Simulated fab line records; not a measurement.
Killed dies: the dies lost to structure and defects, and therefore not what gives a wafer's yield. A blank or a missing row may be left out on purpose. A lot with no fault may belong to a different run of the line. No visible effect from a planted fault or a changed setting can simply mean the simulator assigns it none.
Chamber matching || flow n5_finfet || rie_diel-02 running N5_BEOL_M3_VIA_ETCH_34: 4 sister chambers
The step etches the open film in C4F6/O2, target depth 69.4 nm, time 65.9 s. 8 wafers are shown with their chamber, then 12 later ones without.

WAFERS PAIRED WITH THEIR CHAMBERS
{"wafer": "L078.6", "chamber": 0, "drypump_motor_current_A (A)": 5.4, "throttle_valve_pct (%)": 30.33}
{"wafer": "L083.5", "chamber": 1, "drypump_motor_current_A (A)": 5.7, "throttle_valve_pct (%)": 30.72}
{"wafer": "L084.4", "chamber": 1, "drypump_motor_current_A (A)": 5.7, "throttle_valve_pct (%)": 30.73}
{"wafer": "L085.4", "chamber": 0, "drypump_motor_current_A (A)": 5.4, "throttle_valve_pct (%)": 30.36}
{"wafer": "L085.5", "chamber": 3, "drypump_motor_current_A (A)": 5.4, "throttle_valve_pct (%)": 30.54}
{"wafer": "L087.1", "chamber": 3, "drypump_motor_current_A (A)": 5.4, "throttle_valve_pct (%)": 30.56}
{"wafer": "L087.4", "chamber": 2, "drypump_motor_current_A (A)": 6.5, "throttle_valve_pct (%)": 30.70}
{"wafer": "L087.5", "chamber": 2, "drypump_motor_current_A (A)": 6.4, "throttle_valve_pct (%)": 30.71}

WAFERS WITHOUT THEIR CHAMBER
{"wafer": "L090.3", "drypump_motor_current_A (A)": 5.4, "throttle_valve_pct (%)": 30.36}
{"wafer": "L090.5", "drypump_motor_current_A (A)": 5.7, "throttle_valve_pct (%)": 30.74}
{"wafer": "L090.6", "drypump_motor_current_A (A)": 5.4, "throttle_valve_pct (%)": 30.36}
{"wafer": "L089.2", "drypump_motor_current_A (A)": 5.7, "throttle_valve_pct (%)": 30.73}
{"wafer": "L089.4", "drypump_motor_current_A (A)": 6.4, "throttle_valve_pct (%)": 30.69}
{"wafer": "L089.6", "drypump_motor_current_A (A)": 6.4, "throttle_valve_pct (%)": 30.72}
{"wafer": "L095.1", "drypump_motor_current_A (A)": 6.5, "throttle_valve_pct (%)": 30.70}
{"wafer": "L095.4", "drypump_motor_current_A (A)": 5.4, "throttle_valve_pct (%)": 30.37}
{"wafer": "L095.5", "drypump_motor_current_A (A)": 6.5, "throttle_valve_pct (%)": 30.69}
{"wafer": "L094.1", "drypump_motor_current_A (A)": 5.4, "throttle_valve_pct (%)": 30.57}
{"wafer": "L094.2", "drypump_motor_current_A (A)": 5.4, "throttle_valve_pct (%)": 30.36}
{"wafer": "L094.4", "drypump_motor_current_A (A)": 5.7, "throttle_valve_pct (%)": 30.73}

THE CHAMBER EACH PASSED THROUGH
{"wafer": "L090.3", "from the rows above": 0, "in truth": 0}
{"wafer": "L090.5", "from the rows above": 1, "in truth": 1}
{"wafer": "L090.6", "from the rows above": 0, "in truth": 0}
{"wafer": "L089.2", "from the rows above": 1, "in truth": 1}
{"wafer": "L089.4", "from the rows above": 2, "in truth": 2}
{"wafer": "L089.6", "from the rows above": 2, "in truth": 2}
{"wafer": "L095.1", "from the rows above": 2, "in truth": 2}
{"wafer": "L095.4", "from the rows above": 0, "in truth": 0}
{"wafer": "L095.5", "from the rows above": 2, "in truth": 2}
{"wafer": "L094.1", "from the rows above": 3, "in truth": 3}
{"wafer": "L094.2", "from the rows above": 0, "in truth": 0}
{"wafer": "L094.4", "from the rows above": 1, "in truth": 1}
12 of 12 placed correctly. Left unplaced by these rows: 0. Number placed wrongly: 0.
How it was worked out, from the rows above alone: a wafer's distance from a chamber is the root of the sum, over the readings, of the square of ((its reading less the chamber's mean) divided by the reading's scatter). If the next closest chamber is less than 2 further off than the closest, the wafer can't be placed; otherwise it belongs to the closest. For every chamber, the mean is computed from those of its wafers that are shown. The scatter is the square root of a quotient: the sum, over the shown wafers, of each reading's squared deviation from its chamber's mean, divided by wafers minus chambers.
